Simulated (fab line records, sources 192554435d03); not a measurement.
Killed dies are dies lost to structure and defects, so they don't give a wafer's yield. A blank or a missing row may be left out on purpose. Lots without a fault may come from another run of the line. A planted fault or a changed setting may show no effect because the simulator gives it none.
Split-lot experiment | flow n5_finfet | 7 lots, 21 wafers read, on a route of 1938 steps

THE SPLIT
At N5_DUMMY_GATE_CVD_03 (deposits a-Si from SiH4, target thk 150 nm, time 8042 s), the setting temp_c was moved away from the recipe's 530 C on 9 of the 21 wafers read, by -2.3% to +4.2%. The other wafers ran this setting at the recipe's value.

The reading is taken at the split's own step.

THE READING
a-Si_of_DUMMY_GATE_CVD_03.thk_nm (the simulator's own value, which no gauge read), in nm, at N5_DUMMY_GATE_CVD_03 (deposits a-Si from SiH4, target thk 150 nm, time 8042 s). The file gives no usual value for it. The 12 wafers here that ran the recipe average 148.9 nm, standard deviation 1.1 nm.

wafer  | tool, chamber at the split | temp_c as run, C | against the recipe | a-Si_of_DUMMY_GATE_CVD_03.thk_nm, nm | against lot-mates on the recipe
L076.3 | -, -                       | 539.6            | +1.8%              | 197.6                                | no lot-mate on the recipe
L076.4 | -, -                       | 539.6            | +1.8%              | 196.8                                | no lot-mate on the recipe
L076.6 | -, -                       | 539.6            | +1.8%              | 196.2                                | no lot-mate on the recipe
L078.1 | -, -                       | 517.9            | -2.3%              | 105.4                                | no lot-mate on the recipe
L078.2 | -, -                       | 517.9            | -2.3%              | 105.6                                | no lot-mate on the recipe
L078.5 | -, -                       | 517.9            | -2.3%              | 103.8                                | no lot-mate on the recipe
L079.1 | -, -                       | 530              | recipe             | 150.2                                | -
L079.2 | -, -                       | 530              | recipe             | 150.4                                | -
L079.5 | -, -                       | 530              | recipe             | 151                                  | -
L081.1 | -, -                       | 530              | recipe             | 147                                  | -
L081.2 | -, -                       | 530              | recipe             | 147.8                                | -
L081.4 | -, -                       | 530              | recipe             | 149                                  | -
L082.2 | -, -                       | 552              | +4.2%              | 273.8                                | no lot-mate on the recipe
L082.3 | -, -                       | 552              | +4.2%              | 274.4                                | no lot-mate on the recipe
L082.5 | -, -                       | 552              | +4.2%              | 274.4                                | no lot-mate on the recipe
L084.2 | lpcvd-02, 0/45             | 530              | recipe             | 149                                  | -
L084.3 | lpcvd-02, 0/50             | 530              | recipe             | 148.8                                | -
L084.5 | lpcvd-02, 0/59             | 530              | recipe             | 148                                  | -
L095.2 | -, -                       | 530              | recipe             | 147.6                                | -
L095.3 | -, -                       | 530              | recipe             | 148.8                                | -
L095.5 | -, -                       | 530              | recipe             | 148.8                                | -

THE FIT
A straight line over all 21 wafers: a-Si_of_DUMMY_GATE_CVD_03.thk_nm changes by +26.9 nm for each +1% of temp_c; r = +0.99; the points scatter about the line by 7.6 nm.
Too few moved wafers have a lot-mate on the recipe to fit a line with each lot's own level taken away.

THE WHOLE CHAIN: every reading that the file lists as answering this split, in the file's order
step                 | what it does                                            | reading                                                                           | change (the file's fit)              | r (the file's)
N5_DUMMY_GATE_CVD_03 | deposits a-Si from SiH4, target thk 150 nm, time 8042 s | a-Si_of_DUMMY_GATE_CVD_03.thk_nm (the simulator's own value, which no gauge read) | +26.9 nm for each +1% of the setting | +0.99
N5_DUMMY_GATE_CMP_04 | polishes a-Si                                           | time_to_endpoint_s                                                                | withheld for each +1% of the setting | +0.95

THE FILE'S OWN FIT
a-Si_of_DUMMY_GATE_CVD_03.thk_nm changes by +26.9 nm for each +1% of temp_c, r = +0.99.
